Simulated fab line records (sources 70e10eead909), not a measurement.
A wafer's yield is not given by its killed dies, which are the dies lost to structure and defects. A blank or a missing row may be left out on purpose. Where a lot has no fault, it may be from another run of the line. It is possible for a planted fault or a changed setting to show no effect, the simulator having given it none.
Which tool is to blame? -- flow nand-harc -- 72 wafers from 24 lots sampled at 6 of the route's 1159 steps

== WHAT THE GAUGES SHOWED, per wafer ==
The record lacks any reading of a measuring or inspecting step that a usual standard deviation could be used to judge.

== EACH LOT AND THE TOOL THAT RAN IT (in order: tool; ch and the chambers of the sampled wafers; start) ==
lot,NHARC_A_CHANNEL_FILL_D1_ALD_02,NHARC_A_CHANNEL_FILL_D1_ALD_15,NHARC_A_CHANNEL_FILL_D1_STRIP_29,NHARC_A_STAIRCASE_DESCUM_11,NHARC_A_STAIRCASE_ETCH_19,NHARC_A_STAIRCASE_ETCH_21
L074,"ald-hk-04 ch 1,2,3, day 8 14:34","ald-sin-batch-01 ch 0, day 10 19:23 or earlier","rie-diel-13 ch 0,1,2, day 10 19:23 or earlier","rie-diel-11 ch 0,1,3, day 10 19:23","rie-diel-11 ch 0,1,3, no start","rie-diel-11 ch 1,2,3, no start"
L076,"ald-hk-02 ch 1,2,3, day 8 22:02","ald-sin-batch-01 ch 0, day 11 02:59 or earlier","rie-diel-13 ch 0,1,3, day 11 02:59 or earlier","rie-diel-03 ch 0,2,3, day 11 02:59","rie-diel-03 ch 0,1,2, no start","rie-diel-11 ch 1,2,3, no start"
L075,"ald-hk-02 ch 1,3, day 8 23:56","ald-sin-batch-01 ch 0, day 11 03:04 or earlier","rie-diel-13 ch 0,2,3, day 11 03:04 or earlier","rie-diel-07 ch 1,2,3, day 11 03:04","rie-diel-07 ch 0,1,2, no start","rie-diel-07 ch 0,1, no start"
L077,"ald-hk-02 ch 0,1,3, day 9 02:05","ald-sin-batch-02 ch 0, day 11 08:00 or earlier","rie-diel-13 ch 0,2,3, day 11 08:00 or earlier","rie-diel-07 ch 1,2,3, day 11 08:00","rie-diel-07 ch 1,2, no start","rie-diel-11 ch 0,1,3, no start"
L079,"ald-hk-02 ch 1,2,3, day 9 16:26","ald-sin-batch-02 ch 0, day 11 22:59 or earlier","rie-diel-06 ch 1,2, day 11 22:59 or earlier","rie-diel-03 ch 1,2,3, day 11 22:59","rie-diel-03 ch 0,1,3, no start","rie-diel-11 ch 0,2,3, no start"
L080,"ald-hk-04 ch 0,2,3, day 9 17:02","ald-sin-batch-02 ch 0, day 11 22:25 or earlier","rie-diel-06 ch 1,2,3, day 11 22:25 or earlier","rie-diel-11 ch 0,1,3, day 11 22:25","rie-diel-11 ch 1,2,3, no start","rie-diel-11 ch 0,2,3, no start"
L078,"ald-hk-03 ch 0,1,3, day 9 20:46","ald-sin-batch-03 ch 0, day 11 23:34 or earlier","rie-diel-13 ch 1,2,3, day 11 23:34 or earlier","rie-diel-07 ch 0,2,3, day 11 23:34","rie-diel-07 ch 0,1, no start","rie-diel-07 ch 1,2,3, no start"
L081,"ald-hk-02 ch 1,2, day 10 01:04","ald-sin-batch-02 ch 0, day 12 03:55 or earlier","rie-diel-06 ch 0,1, day 12 03:55 or earlier","rie-diel-03 ch 0,2,3, day 12 03:55","rie-diel-03 ch 0,2,3, no start","rie-diel-03 ch 1,3, no start"
L082,"ald-hk-04 ch 1,2, day 10 11:44","ald-sin-batch-02 ch 0, day 12 15:52 or earlier","rie-diel-13 ch 1,2,3, day 12 15:52 or earlier","rie-diel-07 ch 0,1,3, day 12 15:52","rie-diel-07 ch 0,1,3, no start","rie-diel-07 ch 2,3, no start"
L083,"ald-hk-03 ch 0,1,3, day 10 19:07","ald-sin-batch-01 ch 0, day 12 22:19 or earlier","rie-diel-02 ch 0,1,2, day 12 22:19 or earlier","rie-diel-11 ch 2,3, day 12 22:19","rie-diel-11 ch 0,1,3, no start","rie-diel-07 ch 0,1,2, no start"
L085,"ald-hk-03 ch 0,1, day 11 11:19","ald-sin-batch-02 ch 0, day 13 04:46 or earlier","rie-diel-06 ch 0,2, day 13 04:46","rie-diel-03 ch 0,3, day 13 14:16","rie-diel-03 ch 0,3, no start","rie-diel-11 ch 1,2,3, no start"
L084,"ald-hk-04 ch 0,2,3, day 11 11:28","ald-sin-batch-02 ch 0, day 13 13:58 or earlier","rie-diel-13 ch 1,2, day 13 13:58 or earlier","rie-diel-11 ch 0,3, day 13 13:58","rie-diel-11 ch 1,2, no start","rie-diel-07 ch 1,2, no start"
L086,"ald-hk-02 ch 0,1,2, day 11 15:59","ald-sin-batch-01 ch 0, day 13 12:30 or earlier","rie-diel-13 ch 0,1,3, day 13 12:30","rie-diel-07 ch 0,1,2, day 13 21:52","rie-diel-07 ch 0,2,3, no start","rie-diel-07 ch 0,1,2, no start"
L087,"ald-hk-03 ch 1,2,3, day 11 16:28","ald-sin-batch-01 ch 0, day 13 12:32 or earlier","rie-diel-06 ch 0,3, day 13 12:32","rie-diel-11 ch 1,2, day 13 22:44","rie-diel-11 ch 1,2, no start","rie-diel-07 ch 0,1,2, no start"
L089,"ald-hk-04 ch 0,1,2, day 12 11:02","ald-sin-batch-02 ch 0, day 14 18:37 or earlier","rie-diel-06 ch 0,1,3, day 14 18:37 or earlier","rie-diel-07 ch 1,2,3, day 14 18:37","rie-diel-07 ch 0,2,3, no start","rie-diel-11 ch 1,3, no start"
L088,"ald-hk-02 ch 1,2, day 12 11:16","ald-sin-batch-02 ch 0, day 14 19:02 or earlier","rie-diel-13 ch 0,1,3, day 14 19:02 or earlier","rie-diel-03 ch 0,3, day 14 19:02","rie-diel-03 ch 0,1, no start","rie-diel-11 ch 0,1, no start"
L093,"ald-hk-03 ch 0,1,2, day 12 21:08","ald-sin-batch-02 ch 0, day 15 02:25 or earlier","rie-diel-06 ch 0,2, day 15 02:25 or earlier","rie-diel-03 ch 2,3, day 15 02:25","rie-diel-03 ch 0,3, no start","rie-diel-03 ch 0,1,3, no start"
L091,"ald-hk-04 ch 0,2,3, day 12 21:20","ald-sin-batch-02 ch 0, day 15 02:00 or earlier","rie-diel-13 ch 0,2,3, day 15 02:00 or earlier","rie-diel-07 ch 1,2,3, day 15 02:00","rie-diel-07 ch 0,2,3, no start","rie-diel-07 ch 1,2,3, no start"
L090,"ald-hk-03 ch 1,2, day 13 02:54","ald-sin-batch-02 ch 0, day 15 06:58 or earlier","rie-diel-06 ch 0,3, day 15 06:58 or earlier","rie-diel-07 ch 0,1,3, day 15 06:58","rie-diel-07 ch 0,1,3, no start","rie-diel-07 ch 0,1,2, no start"
L092,"ald-hk-04 ch 0,1,2, day 13 02:57","ald-sin-batch-02 ch 0, day 15 06:47 or earlier","rie-diel-06 ch 1,2,3, day 15 06:47 or earlier","rie-diel-11 ch 0,1,2, day 15 06:47","rie-diel-11 ch 1,2,3, no start","rie-diel-11 ch 0,1,2, no start"
L094,"ald-hk-03 ch 0,1,2, day 13 10:24","ald-sin-batch-01 ch 0, day 15 17:03 or earlier","rie-diel-06 ch 1,2,3, day 15 17:03 or earlier","rie-diel-03 ch 0,3, day 15 17:03","rie-diel-03 ch 0,3, no start","rie-diel-11 ch 0,2,3, no start"
L096,"ald-hk-03 ch 0,3, day 14 03:23","ald-sin-batch-02 ch 0, day 16 09:46 or earlier","rie-diel-06 ch 1,2,3, day 16 09:46 or earlier","rie-diel-03 ch 0,1, day 16 09:46","rie-diel-03 ch 1,2, no start","rie-diel-03 ch 1,2, no start"
L095,"ald-hk-03 ch 0,2,3, day 14 07:27","ald-sin-batch-02 ch 0, day 16 10:07 or earlier","rie-diel-13 ch 0,3, day 16 10:07 or earlier","rie-diel-07 ch 0,1,2, day 16 10:07","rie-diel-07 ch 0,2,3, no start","rie-diel-07 ch 0,1, no start"
L097,"ald-hk-04 ch 0,1,2, day 14 11:24","ald-sin-batch-02 ch 0, day 16 16:58 or earlier","rie-diel-13 ch 0,2,3, day 16 16:58 or earlier","rie-diel-07 ch 1,2,3, day 16 16:58","rie-diel-07 ch 0,2,3, no start","rie-diel-11 ch 0,2,3, no start"
- NHARC_A_CHANNEL_FILL_D1_ALD_02: deposits SiO2, target thk 6 nm, pulse time 10 s, ald cycles 60.
- NHARC_A_CHANNEL_FILL_D1_ALD_15: deposits SiNx, target thk 2 nm, pulse time 60 s, ald cycles 19.
- NHARC_A_CHANNEL_FILL_D1_STRIP_29: strips in O2, time 20 s.
- NHARC_A_STAIRCASE_DESCUM_11: chemistry O2, time 3 s.
- NHARC_A_STAIRCASE_ETCH_19: etches the open film in C4F8/O2, target depth 100 nm, time 40.5 s.
- NHARC_A_STAIRCASE_ETCH_21: etches the open film in C4F8/O2, target depth 100 nm, time 40.5 s.

== WHAT THE TOOLS THEMSELVES READ (means of the sampled wafers that have a number; where no wafer has one, the mark that the record gives instead) ==
NHARC_A_CHANNEL_FILL_D1_ALD_02. Usual: heater-power-w 479 W, standard deviation 46; precursor-pulse-height-rel 1.000, standard deviation 0.02.
lot,tool,heater-power-w (W),precursor-pulse-height-rel,flag
L074,ald-hk-04,462,1.009,
L076,ald-hk-02,451,0.987,
L075,ald-hk-02,427,0.998,
L077,ald-hk-02,459,1.011,
L079,ald-hk-02,447,1.004,
L080,ald-hk-04,473,0.994,
L078,ald-hk-03,495,1.016,
L081,ald-hk-02,483,1.016,
L082,ald-hk-04,440,1.003,
L083,ald-hk-03,499,1.003,
L085,ald-hk-03,460,0.997,
L084,ald-hk-04,478,0.994,
L086,ald-hk-02,484,1.000,
L087,ald-hk-03,513,0.993,
L089,ald-hk-04,467,1.000,
L088,ald-hk-02,489,1.005,
L093,ald-hk-03,468,1.009,
L091,ald-hk-04,479,1.002,
L090,ald-hk-03,480,0.996,
L092,ald-hk-04,465,0.984,
L094,ald-hk-03,470,0.992,
L096,ald-hk-03,544,1.002,
L095,ald-hk-03,514,1.000,
L097,ald-hk-04,464,1.020,

NHARC_A_CHANNEL_FILL_D1_ALD_15. Usual: precursor-pulse-height-rel at 1.003, with a standard deviation of 0.019.
lot,tool,precursor-pulse-height-rel,flag
L074,ald-sin-batch-01,0.990,
L076,ald-sin-batch-01,1.009,
L075,ald-sin-batch-01,0.994,
L077,ald-sin-batch-02,1.002,
L079,ald-sin-batch-02,0.992,
L080,ald-sin-batch-02,1.000,
L078,ald-sin-batch-03,0.998,
L081,ald-sin-batch-02,0.999,
L082,ald-sin-batch-02,1.000,
L083,ald-sin-batch-01,1.006,
L085,ald-sin-batch-02,1.007,
L084,ald-sin-batch-02,0.983,
L086,ald-sin-batch-01,0.982,
L087,ald-sin-batch-01,0.992,
L089,ald-sin-batch-02,0.989,
L088,ald-sin-batch-02,0.991,
L093,ald-sin-batch-02,1.010,
L091,ald-sin-batch-02,1.002,
L090,ald-sin-batch-02,1.008,
L092,ald-sin-batch-02,1.016,
L094,ald-sin-batch-01,1.007,
L096,ald-sin-batch-02,1.011,
L095,ald-sin-batch-02,1.010,
L097,ald-sin-batch-02,1.015,

NHARC_A_CHANNEL_FILL_D1_STRIP_29. Usual: drypump-motor-current-A 6.0 A, standard deviation 0.44; o2-flow-sccm 500.1 sccm, standard deviation 1.7; oes-product-au 0.996 a.u., standard deviation 0.0095; rf-vpp-V 57.7 V, standard deviation 0.9; showerhead-plenum-p-Torr 3.48 Torr, standard deviation 0.14; throttle-valve-pct 17.037 %, standard deviation 0.0086.
lot,tool,drypump-motor-current-A (A),o2-flow-sccm (sccm),oes-product-au (a.u.),rf-vpp-V (V),showerhead-plenum-p-Torr (Torr),throttle-valve-pct (%),flag
L074,rie-diel-13,6.0,501.2,0.992,58.2,3.44,17.043,
L076,rie-diel-13,6.2,501.4,0.989,57.6,3.52,17.029,
L075,rie-diel-13,6.2,500.8,0.996,57.4,3.45,17.044,
L077,rie-diel-13,6.2,499.1,0.994,57.9,3.45,17.032,
L079,rie-diel-06,5.6,499.9,1.002,56.8,3.33,17.028,
L080,rie-diel-06,5.9,498.9,0.992,57.8,3.40,17.032,
L078,rie-diel-13,6.2,498.6,1.005,57.2,3.50,17.040,
L081,rie-diel-06,5.5,502.0,1.000,57.4,3.65,17.034,
L082,rie-diel-13,6.2,500.5,1.000,57.9,3.50,17.039,
L083,rie-diel-02,5.2,500.0,0.990,57.5,3.54,17.034,
L085,rie-diel-06,5.6,500.8,1.005,58.4,3.62,17.040,
L084,rie-diel-13,6.0,498.2,1.000,57.5,3.50,17.038,
L086,rie-diel-13,6.3,498.7,0.993,57.6,3.52,17.029,
L087,rie-diel-06,5.9,502.2,1.000,58.0,3.69,17.046,
L089,rie-diel-06,5.8,499.3,1.005,58.5,3.56,17.037,
L088,rie-diel-13,6.3,500.2,0.989,58.2,3.52,17.037,
L093,rie-diel-06,5.7,501.7,0.987,58.5,3.46,17.041,
L091,rie-diel-13,6.2,500.0,0.989,57.2,3.45,17.028,
L090,rie-diel-06,6.3,499.7,0.995,57.4,3.60,17.037,
L092,rie-diel-06,5.9,498.4,0.997,56.8,3.40,17.037,
L094,rie-diel-06,5.9,500.5,0.993,57.5,3.40,17.022,
L096,rie-diel-06,5.9,501.1,1.011,58.2,3.40,17.032,
L095,rie-diel-13,6.3,499.6,0.988,58.6,3.46,17.034,
L097,rie-diel-13,6.2,498.9,0.989,57.8,3.45,17.042,

NHARC_A_STAIRCASE_DESCUM_11. Usual: drypump-motor-current-A 5.8 A, standard deviation 0.58; o2-flow-sccm 200.1 sccm, standard deviation 0.56; oes-product-au 1.001 a.u., standard deviation 0.013; rf-vpp-V 57.8 V, standard deviation 0.79; showerhead-plenum-p-Torr 1.92 Torr, standard deviation 0.059; throttle-valve-pct 11.312 %, standard deviation 0.0086.
lot,tool,drypump-motor-current-A (A),o2-flow-sccm (sccm),oes-product-au (a.u.),rf-vpp-V (V),showerhead-plenum-p-Torr (Torr),throttle-valve-pct (%),flag
L074,rie-diel-11,6.0,200.2,0.985,58.5,1.90,11.320,
L076,rie-diel-03,6.0,200.1,1.004,57.9,1.97,11.315,
L075,rie-diel-07,5.9,200.1,0.999,58.2,1.90,11.311,
L077,rie-diel-07,6.0,200.0,1.002,56.9,1.90,11.316,
L079,rie-diel-03,5.8,200.2,1.001,57.6,1.96,11.309,
L080,rie-diel-11,6.0,199.8,0.994,58.5,1.90,11.315,
L078,rie-diel-07,5.5,199.8,0.999,58.1,1.92,11.314,
L081,rie-diel-03,6.0,199.7,1.000,57.9,1.97,11.313,
L082,rie-diel-07,5.7,199.7,1.009,58.1,1.93,11.317,
L083,rie-diel-11,5.5,200.2,0.991,57.6,1.83,11.314,
L085,rie-diel-03,6.3,199.8,1.006,57.9,1.93,11.317,
L084,rie-diel-11,5.6,199.8,0.978,57.9,1.85,11.308,
L086,rie-diel-07,6.0,199.8,1.012,57.3,1.91,11.311,
L087,rie-diel-11,6.1,200.2,1.011,58.4,1.91,11.302,
L089,rie-diel-07,6.0,200.0,0.999,58.1,1.89,11.309,
L088,rie-diel-03,6.0,200.2,1.012,57.1,1.96,11.318,
L093,rie-diel-03,6.4,199.7,1.002,59.2,1.93,11.310,
L091,rie-diel-07,6.0,200.0,1.001,57.4,1.89,11.310,
L090,rie-diel-07,5.7,200.4,0.998,57.9,1.92,11.309,
L092,rie-diel-11,6.0,199.9,1.002,57.4,1.87,11.306,
L094,rie-diel-03,6.4,200.0,1.014,56.8,1.92,11.310,
L096,rie-diel-03,5.4,200.1,1.006,57.6,1.98,11.312,
L095,rie-diel-07,6.0,200.2,1.012,57.1,1.90,11.316,
L097,rie-diel-07,6.0,200.5,1.002,57.3,1.89,11.312,

NHARC_A_STAIRCASE_ETCH_19. Usual: oes-product-au 0.944 a.u., standard deviation 0.014; rf-vpp-V 896 V, standard deviation 3.8.
lot,tool,oes-product-au (a.u.),rf-vpp-V (V),flag
L074,rie-diel-11,0.941,896,
L076,rie-diel-03,0.934,902,
L075,rie-diel-07,0.958,896,
L077,rie-diel-07,0.930,894,
L079,rie-diel-03,0.943,899,
L080,rie-diel-11,0.948,894,
L078,rie-diel-07,0.952,897,
L081,rie-diel-03,0.940,899,
L082,rie-diel-07,0.963,897,
L083,rie-diel-11,0.935,894,
L085,rie-diel-03,0.952,900,
L084,rie-diel-11,0.942,896,
L086,rie-diel-07,0.944,896,
L087,rie-diel-11,0.938,896,
L089,rie-diel-07,0.945,896,
L088,rie-diel-03,0.965,901,
L093,rie-diel-03,0.952,897,
L091,rie-diel-07,0.947,896,
L090,rie-diel-07,0.951,897,
L092,rie-diel-11,0.939,894,
L094,rie-diel-03,0.948,896,
L096,rie-diel-03,0.929,900,
L095,rie-diel-07,0.942,895,
L097,rie-diel-07,0.934,896,

NHARC_A_STAIRCASE_ETCH_21. Usual: oes-product-au 0.946 a.u., standard deviation 0.016; rf-vpp-V 895 V, standard deviation 3.6.
lot,tool,oes-product-au (a.u.),rf-vpp-V (V),flag
L074,rie-diel-11,0.952,893,
L076,rie-diel-11,0.965,893,
L075,rie-diel-07,0.948,896,
L077,rie-diel-11,0.915,895,
L079,rie-diel-11,0.944,891,
L080,rie-diel-11,0.941,892,
L078,rie-diel-07,0.941,895,
L081,rie-diel-03,0.943,898,
L082,rie-diel-07,0.939,897,
L083,rie-diel-07,0.961,896,
L085,rie-diel-11,0.970,892,
L084,rie-diel-07,0.974,894,
L086,rie-diel-07,0.948,896,
L087,rie-diel-07,0.941,895,
L089,rie-diel-11,0.953,896,
L088,rie-diel-11,0.940,895,
L093,rie-diel-03,0.942,898,
L091,rie-diel-07,0.949,895,
L090,rie-diel-07,0.947,895,
L092,rie-diel-11,0.940,893,
L094,rie-diel-11,0.918,891,
L096,rie-diel-03,0.938,901,
L095,rie-diel-07,0.961,896,
L097,rie-diel-11,0.939,891,

== THE ANSWER, worked out from the rows above alone ==
Rule: a lot counts as off when the mean over its wafers that have a number is more than 3 standard deviations away from the usual mean. A lot without any number at a reading at which 4 lots or more have one is off too. All remaining lots with rows at the step are treated as sound. Order of review: gauges by route order, followed by the tools' own readings, for which a lot's mean as printed above is used. At the first step where some lot is off, the reading lying furthest off is the one used; lots without a number count as furthest.
None of the lots is off at any reading shown; this tells nothing.

== WHAT THE SIMULATOR PUT IN ==
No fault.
